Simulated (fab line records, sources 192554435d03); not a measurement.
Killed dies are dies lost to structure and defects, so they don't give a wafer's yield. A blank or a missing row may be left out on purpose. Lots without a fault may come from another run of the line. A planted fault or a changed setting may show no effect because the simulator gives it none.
Which tool did it? | flow n5_finfet | 11 lots, 33 wafers sampled, at 3 steps of a route of 1938

WHAT THE GAUGES READ, wafer by wafer
N5_BEOL_M5_INSPECT_58: inspects for defects (darkfield). Usual: raw_defect_count 76, standard deviation 25.
lot  | measured     | on                | raw_defect_count | flag
L950 | day 8 08:56  | defect_inspect-02 | 67 42 52         |
L952 | day 8 12:01  | defect_inspect-01 | 109 96 90        |
L951 | day 9 03:45  | defect_inspect-01 | 79 48 21         |
L954 | day 9 11:14  | defect_inspect-01 | 73 86 61         |
L958 | day 10 10:49 | defect_inspect-02 | 103 84 68        |
L959 | day 10 16:41 | defect_inspect-02 | 42 58 42         |
L956 | day 10 18:35 | defect_inspect-02 | 64 62 59         |
L960 | day 10 21:41 | defect_inspect-02 | 46 50 32         |
L961 | day 11 11:34 | defect_inspect-02 | 62 59 106        |
L970 | day 13 10:14 | defect_inspect-01 | 55 75 93         |
L972 | day 14 08:29 | defect_inspect-01 | 96 55 101        |

N5_BEOL_M6_INSPECT_13: inspects for defects (brightfield). Usual: raw_defect_count 430, standard deviation 100.
lot  | measured     | on                | raw_defect_count | flag
L950 | day 8 12:10  | defect_inspect-01 | 310 340 264      |
L952 | day 8 13:23  | defect_inspect-02 | 458 472 412      |
L951 | day 9 05:33  | defect_inspect-02 | 388 430 335      |
L954 | day 9 12:22  | defect_inspect-02 | 313 374 301      |
L958 | day 10 13:16 | defect_inspect-02 | 667 479 425      |
L959 | day 10 18:48 | defect_inspect-02 | 387 328 421      |
L956 | day 10 21:55 | defect_inspect-01 | 450 449 427      |
L960 | day 10 23:53 | defect_inspect-01 | 317 285 342      |
L961 | day 11 13:08 | defect_inspect-02 | 326 388 420      |
L970 | day 13 12:05 | defect_inspect-02 | 271 315 399      |
L972 | day 14 10:52 | defect_inspect-01 | 446 292 415      |

WHICH TOOL RAN EACH LOT (tool, then ch and the chambers of the sampled wafers, then the start)
lot  | N5_BEOL_M5_ANNEAL_49
L950 | pvd_sputter-03, day 8 03:02
L952 | pvd_sputter-02, day 8 03:38
L951 | pvd_sputter-01, day 8 21:09
L954 | pvd_sputter-02, day 9 02:29
L958 | pvd_sputter-03, day 10 05:25
L959 | pvd_sputter-02, day 10 11:10
L956 | pvd_sputter-01, day 10 13:14
L960 | pvd_sputter-03, day 10 16:20
L961 | pvd_sputter-02, day 11 06:13
L970 | pvd_sputter-02, day 13 04:53
L972 | pvd_sputter-02, day 14 03:08
- N5_BEOL_M5_ANNEAL_49: time 1800 s.

WHAT THE TOOLS THEMSELVES READ (means of the sampled wafers that have a number; where no wafer has one, the mark that the record gives instead)
N5_BEOL_M5_ANNEAL_49. Usual: heater_power_w 827 W, standard deviation 62.
lot  | tool           | heater_power_w (W) | flag
L950 | pvd_sputter-03 | 802                |
L952 | pvd_sputter-02 | 812                |
L951 | pvd_sputter-01 | 826                |
L954 | pvd_sputter-02 | 817                |
L958 | pvd_sputter-03 | 869                |
L959 | pvd_sputter-02 | 797                |
L956 | pvd_sputter-01 | 835                |
L960 | pvd_sputter-03 | 890                |
L961 | pvd_sputter-02 | 793                |
L970 | pvd_sputter-02 | 808                |
L972 | pvd_sputter-02 | 815                |

THE ANSWER, worked out from the rows above alone
Rule: a lot is off if the mean of its wafers that have a number lies more than 3 standard deviations from the usual mean. A lot without any number at a reading at which 4 lots or more have one is off too. The other lots that the step has rows for count as sound. The gauges are gone through in route order, then the tools' own readings, and for those a lot's mean is taken as printed above. The first step at which some lot is off is used, and at that step the reading that is off furthest; a lot without a number counts as furthest.
No lot is off at any reading shown: from this, nothing can be told.

WHAT THE SIMULATOR HAD PUT IN
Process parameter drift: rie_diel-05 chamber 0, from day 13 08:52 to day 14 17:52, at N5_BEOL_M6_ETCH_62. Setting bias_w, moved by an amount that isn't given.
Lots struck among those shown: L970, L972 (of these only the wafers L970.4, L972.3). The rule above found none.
